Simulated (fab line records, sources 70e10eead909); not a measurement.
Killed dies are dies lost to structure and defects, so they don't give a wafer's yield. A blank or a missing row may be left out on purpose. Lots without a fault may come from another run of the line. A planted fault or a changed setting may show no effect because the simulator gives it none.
Chamber matching | flow nand_harc | NHARC_P_M0_ETCH_34 on rie_diel-08: 4 sister chambers
The step etches the open film in N2/H2, target depth 40 nm, overetch 12 nm, time 43.94 s. 8 wafers are shown with their chamber, then 7 later ones without.

WAFERS WITH THEIR CHAMBER
wafer  | chamber | drypump_motor_current_A (A) | rf_vpp_V (V)
L079.2 | 2       | 6.0                         | 431.0
L079.6 | 2       | 6.0                         | 432.3
L080.1 | 1       | 5.3                         | 426.8
L081.3 | 1       | 5.3                         | 428.5
L081.4 | 3       | 5.6                         | 430.2
L081.6 | 3       | 5.5                         | 431.1
L090.2 | 0       | 5.6                         | 431.1
L090.4 | 0       | 5.7                         | 432.4

WAFERS WITHOUT THEIR CHAMBER
wafer  | drypump_motor_current_A (A) | rf_vpp_V (V)
L090.5 | 5.5                         | 429.1
L090.1 | 5.6                         | 431.3
L090.3 | 5.3                         | 427.6
L090.6 | 5.3                         | 426.3
L094.1 | 5.7                         | 432.0
L094.4 | 6.0                         | 431.5
L094.6 | 5.6                         | 431.2

WHICH CHAMBER EACH WENT THROUGH
wafer  | from the rows above     | in truth
L090.5 | 3                       | 3
L090.1 | can't be placed: 0 or 3 | 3
L090.3 | 1                       | 1
L090.6 | 1                       | 1
L094.1 | 0                       | 0
L094.4 | 2                       | 2
L094.6 | can't be placed: 3 or 0 | 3
Placed correctly: 5 of 7. Can't be placed from these rows: 2 (the true chamber is among the candidates in 2). Placed wrongly: 0.
How it was worked out, from the rows above alone: a wafer's distance from a chamber is the root of the sum, over the readings, of the square of ((its reading less the chamber's mean) divided by the reading's scatter). The wafer belongs to the nearest chamber; if the next one is less than 2 further off, it can't be placed. A chamber's mean is the mean of its shown wafers. The scatter: the root of (the sum of the squares of (reading less its chamber's mean) over the shown wafers, divided by (wafers less chambers)).
